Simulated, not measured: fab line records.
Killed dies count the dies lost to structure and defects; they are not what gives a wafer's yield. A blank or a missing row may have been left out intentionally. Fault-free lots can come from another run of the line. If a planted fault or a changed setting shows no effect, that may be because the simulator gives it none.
Which tool was responsible?    flow n5_finfet    9 lots with 24 wafers sampled at 5 steps, on a route of 1938 steps

WHAT EACH GAUGE READ, for each wafer
N5_BEOL_M4_RC_MEAS_101.
lot   measured      on         DIBL_N (mV/V)
L276  day 7 14:54   prober-01  37.0 35.4 37.2
L278  day 8 08:42   prober-02  33.6 35.6 36.6
L284  day 10 03:05  prober-02  37.8 37.4 36.2
L285  day 10 04:53  prober-02  37.8 36.9
L287  day 10 11:20  prober-01  36.3 37.4
L288  day 11 05:29  prober-01  33.0 36.2 33.8
L290  day 11 09:25  prober-02  36.8 36.2 37.0
L294  day 12 10:04  prober-01  35.3 37.3
L299  day 14 09:27  prober-01  36.2 36.6 34.8

EACH LOT AND THE TOOL THAT RAN IT (in order: tool; ch and the chambers of the sampled wafers; start)
lot   N5_FIN_SAQP_ETCH_64              N5_FIN_CUT_ETCH_30                 N5_FIN_CUT_CUT_ETCH_15           N5_FIN_CUT_STRIP_22
L276  rie_si-03 ch 0,1, day 2 04:10    rie_diel-03 ch 0,2,3, day 2 05:11  rie_si-01 ch 1,2,3, day 2 05:47  rie_diel-04 ch 0,1,2, day 2 05:55
L278  rie_si-02 ch 0,1,3, day 2 14:43  rie_diel-03 ch 0,2,3, day 2 15:40  rie_si-05 ch 0,1,3, day 2 16:16  rie_diel-03 ch 0,2,3, day 2 16:23
L284  rie_si-02 ch 2,3, day 4 03:41    rie_diel-04 ch 0,1,2, day 4 04:25  rie_si-01 ch 0,2,3, day 4 05:01  rie_diel-05 ch 0,2,3, day 4 05:08
L285  rie_si-03 ch 0,1, day 4 10:40    rie_diel-05 ch 0,1, day 4 11:34    rie_si-06 ch 1,3, day 4 13:04    rie_diel-04 ch 0,1, day 4 13:12
L287  rie_si-02 ch 1,2, day 4 23:55    rie_diel-04 ch 0,3, day 5 00:46    rie_si-01 ch 1,2, day 5 01:23    rie_diel-04 ch 0,3, day 5 01:31
L288  rie_si-02 ch 1,2,3, day 5 05:23  rie_diel-03 ch 0,1,3, day 5 06:07  rie_si-01 ch 0,1,2, day 5 06:43  rie_diel-05 ch 0,1,3, day 5 06:50
L290  rie_si-04 ch 0,1,2, day 5 16:40  rie_diel-05 ch 0,1,3, day 5 17:32  rie_si-01 ch 0,1, day 5 18:09    rie_diel-04 ch 0,1,3, day 5 18:17
L294  rie_si-04 ch 2,3, day 6 17:47    rie_diel-04 ch 1,2, day 6 18:39    rie_si-01 ch 1, day 6 19:14      rie_diel-03 ch 2, day 6 19:22
L299  rie_si-02 ch 0,3, day 7 20:24    rie_diel-05 ch 1,2, day 7 21:08    rie_si-05 ch 0,1, day 7 21:43    rie_diel-03 ch 0,1, day 7 21:51
- N5_FIN_SAQP_ETCH_64: etches SiO2 in CF4, target depth 1.5 nm.
- N5_FIN_CUT_ETCH_30: etches underlayer in N2/H2, target depth 13 nm, time 10.4 s.
- N5_FIN_CUT_CUT_ETCH_15: etches Si in HBr/Cl2/O2, target depth 100 nm, bt time 10 s, time 42.4 s.
- N5_FIN_CUT_STRIP_22: strips in N2/H2.

THE ANSWER, worked out from the rows above alone
Rule: what is usual is taken from the lots themselves. Put in order of their means at a reading, lots are off if they are a third of the lots or fewer, leave a main group of 4 or more, and stand apart from it by a gap of 3 or more times the standard deviation of the main group's means; of several such gaps the widest counts. If all means in a main group match to the digits the tables above print for the reading, that group is not used. A lot without any number at a reading at which 4 lots or more have one is off too. Where the step has rows for the other lots, those lots are counted as sound.
No lot is off at any reading shown: from this, nothing can be told.

WHAT THE SIMULATOR PUT IN
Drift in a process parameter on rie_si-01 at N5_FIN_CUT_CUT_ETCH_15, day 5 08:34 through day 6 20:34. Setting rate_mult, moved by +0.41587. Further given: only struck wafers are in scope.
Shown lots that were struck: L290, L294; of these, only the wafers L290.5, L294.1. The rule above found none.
